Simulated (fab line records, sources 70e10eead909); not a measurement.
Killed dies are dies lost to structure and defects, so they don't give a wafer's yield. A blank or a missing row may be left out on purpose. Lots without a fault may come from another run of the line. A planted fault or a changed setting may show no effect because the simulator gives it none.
fab line records | flow nand_harc
record lots=14 wafers=42 last_day=33
route steps=1302 shown P_M1@306 P_M2@325 END@1302
lots that met no fault: from a run of the same line without faults
start_h: hours from the record's first day to the start of the lot's first wafer shown | wait_h: hours since the lot's step before | " the same as in the row above | L1.1+2: a row that stands for several wafers | - no value, or no start given | * or withheld: withheld | < > ~ a bound
route shown NAME@n: a module of which the file shows steps, and the number in the route of the first | usual: mean/standard deviation of fault-free wafers | same: alike in all rows | chamber/n: place in a boat | sites: the reading at each site | _std_site: their standard deviation | _edge_site: outer sites' mean less inner sites' | radius_mm: how far each site lies from the wafer's centre | mask NAME#n: copy n | behind: the tool/chamber that last shaped the wafer | hold: why the lot was held/for how many hours/how that ended | device: the transistor (n, p or np) that didn't switch | end of line: the same wafers' tests at the end of the route | a step without rows: its recipe alone | killed: dies lost to structure and defects at the first sort, not the wafer's yield | map: a wafer's dies, x killed, . not, _ none there
set.NAME: the setting as run; set.NAME@STEP: as run at that earlier step | model.NAME: the simulator's own value behind a step, which no gauge read
steps of the route over a sample of lots; a table a step, a row a wafer
services: from which hour (start_h, from the record's first day; less than 0 if before it) a tool's chamber was out of use, for how many hours, and why
## steps
# step NHARC_P_M1_PRE_CLEAN_30
# recipe time_s=30 temp_c=280 gas=H2/He
# usual heater_power_w=411/47
# columns lot.wafer tool chamber start_h wait_h heater_power_w
L443.4 pvd_sputter-02 - - - 373
L443.2 " - " " 354
L443.6 " - " " 388
L446.2 pvd_sputter-02 - - - 421
L446.1 " - " " 388
L446.6 " - " " 343
L447.1 pvd_sputter-02 - - - 413
L447.3 " - " " 379
L447.5 " - " " 347
L450.3 pvd_sputter-02 - - - 415
L450.2 " - " " 390
L450.6 " - " " 415
L451.1 pvd_sputter-01 - - - 441
L451.4 " - " " 358
L451.5 " - " " 497
L453.1 pvd_sputter-02 - - - 378
L453.4 " - " " 330
L453.2 " - " " 423
L455.1 pvd_sputter-02 - - - 482
L455.2 " - " " 342
L455.6 " - " " 473
L454.4 pvd_sputter-03 - - - 423
L454.2 " - " " 333
L454.5 " - " " 442
L457.4 pvd_sputter-01 - - - 478
L457.3 " - " " 405
L457.2 " - " " 363
L458.3 pvd_sputter-03 - - - 434
L458.4 " - " " 332
L458.2 " - " " 461
L459.4 pvd_sputter-02 - - - 408
L459.3 " - " " 466
L459.1 " - " " 399
L460.3 pvd_sputter-01 - - - 363
L460.1 " - " " 415
L460.6 " - " " 361
L462.2 pvd_sputter-03 - - - 460
L462.1 " - " " 397
L462.5 " - " " 332
L463.4 pvd_sputter-02 - - - 475
L463.3 " - " " 372
L463.2 " - " " 398
# step NHARC_P_M1_ANNEAL_31
# recipe temp_c=225 time_s=90
# usual wafer_temp_C_max=225.83/0.23
# columns lot.wafer tool chamber start_h wait_h wafer_temp_C_max
L443.2 rtp_anneal-01 0 155.58 - 226.19
L443.4 " 0 " " 226.12
L443.6 " 0 " " 225.94
L446.1 rtp_anneal-01 0 189.62 - 225.83
L446.2 " 0 " " 225.90
L446.6 " 0 " " 225.76
L447.1 rtp_anneal-02 0 202.12 - 225.87
L447.3 " 0 " " 225.85
L447.5 " 0 " " 225.71
L450.2 rtp_anneal-02 0 233.49 0.3 225.75
L450.3 " 0 " " 226.04
L450.6 " 0 " " 226.24
L451.1 rtp_anneal-02 0 242.66 0.3 225.98
L451.4 " 0 " " 226.18
L451.5 " 0 " " 225.62
L453.1 rtp_anneal-01 0 256.20 - 225.53
L453.2 " 0 " " 225.76
L453.4 " 0 " " 225.57
L455.1 rtp_anneal-02 0 277.30 0.3 225.69
L455.2 " 0 " " 225.59
L455.6 " 0 " " 225.74
L454.2 rtp_anneal-01 0 279.93 0.3 225.77
L454.4 " 0 " " 226.01
L454.5 " 0 " " 225.59
L457.2 rtp_anneal-01 0 297.55 0.4 226.18
L457.3 " 0 " " 225.96
L457.4 " 0 " " 226.09
L458.2 rtp_anneal-01 0 314.47 0.3 225.61
L458.3 " 0 " " 225.72
L458.4 " 0 " " 225.59
L459.1 rtp_anneal-02 0 319.35 0.4 226.05
L459.3 " 0 " " 225.86
L459.4 " 0 " " 225.52
L460.1 rtp_anneal-01 0 332.70 0.3 225.59
L460.3 " 0 " " 226.13
L460.6 " 0 " " 225.54
L462.1 rtp_anneal-01 0 345.69 0.3 226.47
L462.2 " 0 " " 226.05
L462.5 " 0 " " 226.12
L463.2 rtp_anneal-01 0 357.35 0.5 225.66
L463.3 " 0 " " 225.59
L463.4 " 0 " " 225.72
# step NHARC_P_M1_DEP_33
# recipe target_thk_a=300 temp_c=370 target_thk_nm=30 pressure_torr=3 flow_sccm=200 rf_w=450 material=SiCN
# usual heater_power_w=560/52 showerhead_vpp_V=1284/54
# columns lot.wafer tool chamber start_h wait_h heater_power_w showerhead_vpp_V
L443.2 pecvd-02 2 156.57 0.1 563 1333
L443.4 " 1 " " 521 1321
L443.6 " 2 " " 546 1339
L446.2 pecvd-01 0 190.59 0.1 667 1345
L446.1 " 2 " " 501 1174
L446.6 " 2 " " 510 1161
L447.3 pecvd-02 0 203.11 0.1 545 1248
L447.1 " 2 " " 523 1333
L447.5 " 2 " " 536 1324
L450.3 pecvd-01 0 234.43 0.1 657 1321
L450.2 " 2 " " 444 1171
L450.6 " 2 " " 450 1155
L451.1 pecvd-01 2 243.73 0.1 499 1149
L451.4 " 1 " " 552 1248
L451.5 " 2 " " 497 1168
L453.2 pecvd-01 1 257.23 0.1 599 1263
L453.1 " 2 " " 480 1171
L453.4 " 2 " " 484 1200
L455.2 pecvd-02 0 279.52 0.1 501 1248
L455.1 " 1 " " 563 1316
L455.6 " 1 " " 558 1302
L454.2 pecvd-02 0 280.84 0.1 563 1264
L454.5 " 0 " " 541 1260
L454.4 " 2 " " 544 1359
L457.2 pecvd-01 2 298.46 0.1 459 1169
L457.3 " 1 " " 600 1258
L457.4 " 1 " " 591 1272
L458.3 pecvd-04 0 315.43 0.1 668 1352
L458.2 " 1 " " 591 1275
L458.4 " 2 " " 643 1210
L459.3 pecvd-04 0 320.36 0.1 602 1366
L459.1 " 1 " " 520 1270
L459.4 " 1 " " 543 1271
L460.1 pecvd-02 0 333.66 0.1 519 1267
L460.3 " 1 " " 517 1319
L460.6 " 2 " " 533 1343
L462.1 pecvd-04 2 346.65 0.1 621 1207
L462.2 " 1 " " 551 1257
L462.5 " 1 " " 557 1274
L463.2 pecvd-02 2 358.29 0.1 463 1320
L463.3 " 0 " " 540 1275
L463.4 " 1 " " 555 1309
# step NHARC_P_M2_EXPOSE_06
# recipe na=1.35 target_cd_nm=170 dose_mj=80.78 mask_id=P_M2
# usual exposure_dose_mJ_cm2=80.78/0.083
# columns lot.wafer tool chamber start_h wait_h mask exposure_dose_mJ_cm2
L443.2 arfi_scanner-01 0 157.62 - P_M2#0 80.87
L443.4 " 0 " " P_M2#0 80.84
L443.6 " 0 " " P_M2#0 80.86
L446.1 arfi_scanner-03 0 191.70 - P_M2#0 79.81
L446.2 " 0 " " P_M2#0 79.74
L446.6 " 0 " " P_M2#0 79.76
L447.1 arfi_scanner-03 0 204.09 - P_M2#0 80.12
L447.3 " 0 " " P_M2#0 80.04
L447.5 " 0 " " P_M2#0 79.98
L450.2 arfi_scanner-03 0 235.76 - P_M2#0 80.23
L450.3 " 0 " " P_M2#0 80.22
L450.6 " 0 " " P_M2#0 80.17
L451.1 arfi_scanner-02 0 244.90 - P_M2#0 80.77
L451.4 " 0 " " P_M2#0 80.89
L451.5 " 0 " " P_M2#0 80.84
L453.1 arfi_scanner-02 0 258.29 - P_M2#0 80.81
L453.2 " 0 " " P_M2#0 80.83
L453.4 " 0 " " P_M2#0 80.80
L455.1 arfi_scanner-02 0 280.44 - P_M2#0 80.80
L455.2 " 0 " " P_M2#0 80.72
L455.6 " 0 " " P_M2#0 80.77
L454.2 arfi_scanner-02 0 281.81 - P_M2#0 80.80
L454.4 " 0 " " P_M2#0 80.83
L454.5 " 0 " " P_M2#0 80.86
L457.2 arfi_scanner-02 0 299.58 - P_M2#0 80.85
L457.3 " 0 " " P_M2#0 80.85
L457.4 " 0 " " P_M2#0 80.77
L458.2 arfi_scanner-01 0 316.50 - P_M2#0 80.67
L458.3 " 0 " " P_M2#0 80.80
L458.4 " 0 " " P_M2#0 80.79
L459.1 arfi_scanner-02 0 321.40 - P_M2#0 80.81
L459.3 " 0 " " P_M2#0 80.84
L459.4 " 0 " " P_M2#0 80.89
L460.1 arfi_scanner-02 0 334.77 - P_M2#0 80.85
L460.3 " 0 " " P_M2#0 80.77
L460.6 " 0 " " P_M2#0 80.84
L462.1 arfi_scanner-02 0 347.64 - P_M2#0 80.78
L462.2 " 0 " " P_M2#0 80.77
L462.5 " 0 " " P_M2#0 80.75
L463.2 arfi_scanner-02 0 359.41 - P_M2#0 80.96
L463.3 " 0 " " P_M2#0 80.80
L463.4 " 0 " " P_M2#0 80.82
# step NHARC_END_SORT_01
# recipe temp_c=25
# usual defect_limited_yield=90/3.3 killed_at_array=61/23 killed_at_other=1.3/1.4 killed_at_periphery=4.0/2.6 killed_dies=66/22 killed_open=3.4/1.8 killed_short=2.3/1.4
# same gross_dies=677
# columns lot.wafer tool chamber start_h wait_h defect_limited_yield[%] killed_at_array killed_at_other killed_at_periphery killed_dies killed_open killed_short
L454.2 prober-01 0 723.46 2.8 90 64 0 2 66 2 1
L454.4 prober-01 0 725.06 3.4 89 72 1 4 77 6 2
L454.5 prober-01 0 725.86 3.7 87 82 0 4 86 6 5
# killed by level:class
L454.2 A_CHANNEL_HOLE_D1:chamber_film_flake=31 A_CHANNEL_HOLE_D2:chamber_film_flake=24 A_SLIT:chamber_film_flake=3 A_STAIRCASE:chamber_film_flake=3 A_CONTACT:chamber_film_flake=2 P_CONTACT:geometric_particle:open=1 P_M2:geometric_particle:short=1 A_CHANNEL_FILL_D1:geometric_particle:open=1
L454.4 A_CHANNEL_HOLE_D1:chamber_film_flake=31 A_CHANNEL_HOLE_D2:chamber_film_flake=20 A_SLIT:chamber_film_flake=6 A_STAIRCASE:chamber_film_flake=5 A_CONTACT:chamber_film_flake=3 A_ONON_D1:geometric_particle:open=2 P_STI:geometric_particle:short=1 P_CONTACT:geometric_particle:open=1
L454.5 A_CHANNEL_HOLE_D1:chamber_film_flake=38 A_CHANNEL_HOLE_D2:chamber_film_flake=27 A_DECK1_JOINT:geometric_particle:open=3 A_SLIT:chamber_film_flake=3 A_ONON_D2:geometric_particle:short=2 P_M2:chamber_film_flake=2 A_CONTACT:chamber_film_flake=2 P_CONTACT:geometric_particle:short=1
## services
# columns tool chamber start_h hours kind
pvd_sputter-03 - 133.99 0.9 repair
pvd_sputter-03 - 136.72 0.8 repair
arfi_scanner-02 - 140.00 4.0 pm
arfi_scanner-01 - 146.13 0.6 repair
pvd_sputter-03 - 165.47 0.7 repair
pvd_sputter-03 - 170.10 10.0 pm
pecvd-01 - 170.44 0.2 repair
pvd_sputter-01 - 175.57 34.0 repair
pvd_sputter-03 - 181.18 4.1 repair
arfi_scanner-03 - 196.00 4.0 pm
arfi_scanner-03 - 223.58 2.6 repair
pvd_sputter-01 - 226.00 10.0 pm
pecvd-02 - 227.11 13.0 pm
arfi_scanner-02 - 231.23 1.4 repair
pecvd-01 0 236.77 17.1 repair
pecvd-04 - 269.54 13.0 pm
arfi_scanner-02 - 277.75 0.4 repair
pvd_sputter-02 - 282.02 10.0 pm
pecvd-04 1 285.51 4.9 repair
pecvd-01 - 311.00 13.0 pm
arfi_scanner-02 - 312.00 4.0 pm
arfi_scanner-03 - 322.38 1.1 repair
pecvd-04 2 347.90 14.0 repair
pvd_sputter-03 - 348.10 10.0 pm
## key
first_sign step=NHARC_P_M2_EXPOSE_06 reading=exposure_dose_mJ_cm2 direction=down sigmas=9.3 usual=80.78 struck=80.01
effect none on later readings
met_at NHARC_P_M2_EXPOSE_06
struck_lots L446,L447,L450
loop_trim step=NHARC_P_M2_EXPOSE_06 setting=dose lots=L447,L450
not_acting_at NHARC_P_M1_PRE_CLEAN_30,NHARC_P_M1_ANNEAL_31,NHARC_P_M1_DEP_33
fault kind=process_parameter_drift tool=arfi_scanner-03 chamber=- onset_h=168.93 steps=NHARC_P_M2_EXPOSE_06 channel=dose_mj offset=-0.97489 shape=step acts_in=these_recipes_only stated=80.78
# loop_trim: a control loop set the setting to another value than it would have without faults
